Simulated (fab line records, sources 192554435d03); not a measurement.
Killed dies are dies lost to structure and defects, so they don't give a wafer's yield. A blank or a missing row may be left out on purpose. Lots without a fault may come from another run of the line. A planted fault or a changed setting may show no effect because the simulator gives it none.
Which tool did it? | flow n5_finfet | 13 lots, 35 wafers sampled, at 4 steps of a route of 1938

WHAT THE GAUGES READ, wafer by wafer
N5_BEOL_M6_INSPECT_30: inspects for defects (brightfield).
lot  | measured     | on                | raw_defect_count
L918 | day 8 16:11  | defect_inspect-02 | 467 475 459
L920 | day 9 03:47  | defect_inspect-02 | 485 319 423
L922 | day 9 15:41  | defect_inspect-01 | 453 596 711
L921 | day 9 17:08  | defect_inspect-01 | 478 395 362
L925 | day 11 01:08 | defect_inspect-02 | 459 400
L926 | day 11 02:40 | defect_inspect-02 | 350 395 483
L927 | day 11 07:42 | defect_inspect-02 | 505 395 618
L928 | day 11 09:28 | defect_inspect-02 | 444 333 277
L929 | day 12 03:13 | defect_inspect-02 | 382 424
L931 | day 12 08:49 | defect_inspect-02 | 310 480 310
L932 | day 13 04:50 | defect_inspect-02 | 262 318
L937 | day 13 16:55 | defect_inspect-02 | 409 358 358
L939 | day 14 22:05 | defect_inspect-01 | 456 376

N5_BEOL_M7_CD_MEAS_11: target cd 38.5 nm.
lot  | measured     | on        | cd_nm (nm)
L918 | day 9 00:13  | cd_sem-02 | 38.1 38.7 39.3
L920 | day 9 08:53  | cd_sem-03 | 39.2 37.6 38.2
L922 | day 9 22:22  | cd_sem-02 | 39.7 39.1 39.5
L921 | day 9 23:20  | cd_sem-02 | 39.5 39.0 38.8
L925 | day 11 07:34 | cd_sem-02 | 38.8 39.4
L926 | day 11 08:13 | cd_sem-02 | 38.4 38.2 39.2
L927 | day 11 13:13 | cd_sem-02 | 38.6 36.7 37.6
L928 | day 11 14:07 | cd_sem-02 | 37.8 39.1 38.3
L929 | day 12 08:35 | cd_sem-02 | 38.6 38.6
L931 | day 12 15:05 | cd_sem-03 | 37.6 39.5 37.7
L932 | day 13 11:58 | cd_sem-03 | 38.8 38.2
L937 | day 14 00:19 | cd_sem-01 | 38.8 38.7 38.5
L939 | day 15 05:06 | cd_sem-02 | 38.8 37.7

WHICH TOOL RAN EACH LOT (tool, then ch and the chambers of the sampled wafers, then the start)
lot  | N5_BEOL_M6_VIA_ETCH_34             | N5_BEOL_M7_ILD_DEP_00
L918 | rie_diel-02 ch 1,3, day 8 17:11    | pecvd-02 ch 0,1,2, day 8 21:26
L920 | rie_diel-04 ch 0,1,2, day 9 04:22  | pecvd-02 ch 0,2, day 9 07:41
L922 | rie_diel-01 ch 0,1,2, day 9 15:54  | pecvd-04 ch 0,1,2, day 9 20:26
L921 | rie_diel-04 ch 1,2,3, day 9 17:25  | pecvd-02 ch 0,1,2, day 9 21:58
L925 | rie_diel-02 ch 0,1, day 11 02:09   | pecvd-02 ch 1,2, day 11 05:20
L926 | rie_diel-04 ch 0,2,3, day 11 03:12 | pecvd-01 ch 0,2, day 11 06:30
L927 | rie_diel-02 ch 2,3, day 11 07:55   | pecvd-02 ch 1,2, day 11 11:47
L928 | rie_diel-01 ch 1,2,3, day 11 09:54 | pecvd-01 ch 0,1, day 11 12:52
L929 | rie_diel-02 ch 0,3, day 12 04:41   | pecvd-01 ch 1,2, day 12 07:24
L931 | rie_diel-01 ch 0,1, day 12 10:38   | pecvd-01 ch 0,1, day 12 13:13
L932 | rie_diel-01 ch 1, day 13 05:05     | pecvd-04 ch 0,1, day 13 08:41
L937 | rie_diel-01 ch 0,1,2, day 13 17:14 | pecvd-01 ch 0,1, day 13 21:58
L939 | rie_diel-04 ch 0,1, day 14 22:20   | pecvd-04 ch 1,2, day 15 01:07
- N5_BEOL_M6_VIA_ETCH_34: etches SiCOH lowk in C4F6/O2, target depth 126.3 nm, time 50.9 s.
- N5_BEOL_M7_ILD_DEP_00: deposits SiCOH lowk from DEMS/porogen, target thk 179.75 nm, time 33.4 s.

WHAT THE TOOLS THEMSELVES READ (means of the sampled wafers that have a number; where no wafer has one, the mark that the record gives instead)
N5_BEOL_M6_VIA_ETCH_34.
lot  | tool        | chamber_pressure_mTorr (mTorr) | drypump_motor_current_A (A) | oes_product_au (a.u.) | rf_vpp_V (V) | showerhead_plenum_p_Torr (Torr) | throttle_valve_pct (%)
L918 | rie_diel-02 | 30.000                         | 5.9                         | 0.74                  | 671          | 2.81                            | 20.90
L920 | rie_diel-04 | 29.982                         | 5.4                         | 0.88                  | 674          | 2.90                            | 20.68
L922 | rie_diel-01 | 30.004                         | 5.6                         | 0.83                  | 693          | 2.92                            | 20.70
L921 | rie_diel-04 | 30.017                         | 5.2                         | 0.90                  | 662          | 2.96                            | 20.76
L925 | rie_diel-02 | 30.011                         | 5.8                         | 0.83                  | 666          | 2.75                            | 20.64
L926 | rie_diel-04 | 29.979                         | 5.5                         | 0.91                  | 670          | 2.87                            | 20.81
L927 | rie_diel-02 | 30.006                         | 6.2                         | 0.79                  | 694          | 2.81                            | 20.71
L928 | rie_diel-01 | 30.002                         | 5.3                         | 0.83                  | 671          | 2.89                            | 20.61
L929 | rie_diel-02 | 29.974                         | 6.2                         | 0.78                  | 668          | 2.80                            | 21.12
L931 | rie_diel-01 | 30.020                         | 5.6                         | 0.75                  | 704          | 2.93                            | 20.70
L932 | rie_diel-01 | 30.013                         | 5.5                         | 0.84                  | 710          | 2.89                            | 20.41
L937 | rie_diel-01 | 30.015                         | 5.6                         | 0.78                  | 692          | 2.91                            | 20.75
L939 | rie_diel-04 | 30.025                         | 5.6                         | 0.84                  | 668          | 2.88                            | 20.78

N5_BEOL_M7_ILD_DEP_00.
lot  | tool     | heater_power_outer_w (W) | heater_power_w (W) | showerhead_plenum_p_Torr (Torr) | susceptor_temp_C (C) | throttle_valve_pct (%)
L918 | pecvd-02 | 134                      | 301                | 5.739                           | 300.05               | 14.2
L920 | pecvd-02 | 124                      | 281                | 5.731                           | 300.09               | 14.0
L922 | pecvd-04 | 169                      | 332                | 5.730                           | 299.82               | 12.9
L921 | pecvd-02 | 143                      | 313                | 5.736                           | 299.90               | 14.0
L925 | pecvd-02 | 144                      | 312                | 5.747                           | 295.01               | 14.1
L926 | pecvd-01 | 134                      | 296                | 5.739                           | 299.90               | 13.5
L927 | pecvd-02 | 115                      | 275                | 5.734                           | 295.04               | 14.2
L928 | pecvd-01 | 140                      | 299                | 5.742                           | 299.86               | 13.6
L929 | pecvd-01 | 129                      | 292                | 5.742                           | 299.98               | 13.6
L931 | pecvd-01 | 135                      | 285                | 5.749                           | 299.99               | 13.7
L932 | pecvd-04 | 124                      | 258                | 5.716                           | 299.95               | 13.2
L937 | pecvd-01 | 130                      | 281                | 5.745                           | 300.19               | 13.6
L939 | pecvd-04 | 133                      | 308                | 5.730                           | 300.24               | 12.9

THE ANSWER, worked out from the rows above alone
Rule: what is usual is taken from the lots themselves. Put in order of their means at a reading, lots are off if they are a third of the lots or fewer, leave a main group of 4 or more, and stand apart from it by a gap of 3 or more times the standard deviation of the main group's means; of several such gaps the widest counts. A main group whose means are all the same, to the digits that the tables above print for the reading, isn't used. A lot without any number at a reading at which 4 lots or more have one is off too. The other lots that the step has rows for count as sound. The gauges are gone through in route order, then the tools' own readings, and for those a lot's mean is taken as printed above. The first step at which some lot is off is used, and at that step the reading that is off furthest; a lot without a number counts as furthest.
Off: L925, L927, at N5_BEOL_M7_ILD_DEP_00 (susceptor_temp_C). The main group: mean 300.00 C, standard deviation 0.13.
A tool fits if, at that step or a process step before it, it ran every lot that is off, and no sound lot after the first of them. One fits: pecvd-02 at N5_BEOL_M7_ILD_DEP_00. Its last sound lot is L921 (day 9 21:58), its first lot that is off L925 (day 11 05:20): a fault that began between those two fits.
The tool's own readings at N5_BEOL_M7_ILD_DEP_00 bear it out: on the lots that are off they differ by more than 5 times the standard deviation of the sound lots' means. susceptor_temp_C reads 295.02 C there against 300.00 C on the sound lots.

WHAT THE SIMULATOR HAD PUT IN
Process parameter drift: pecvd-02, from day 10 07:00 on, at N5_BEOL_M7_ILD_DEP_00. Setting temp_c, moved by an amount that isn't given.
Lots struck among those shown: L925, L927. The rule above found the same.
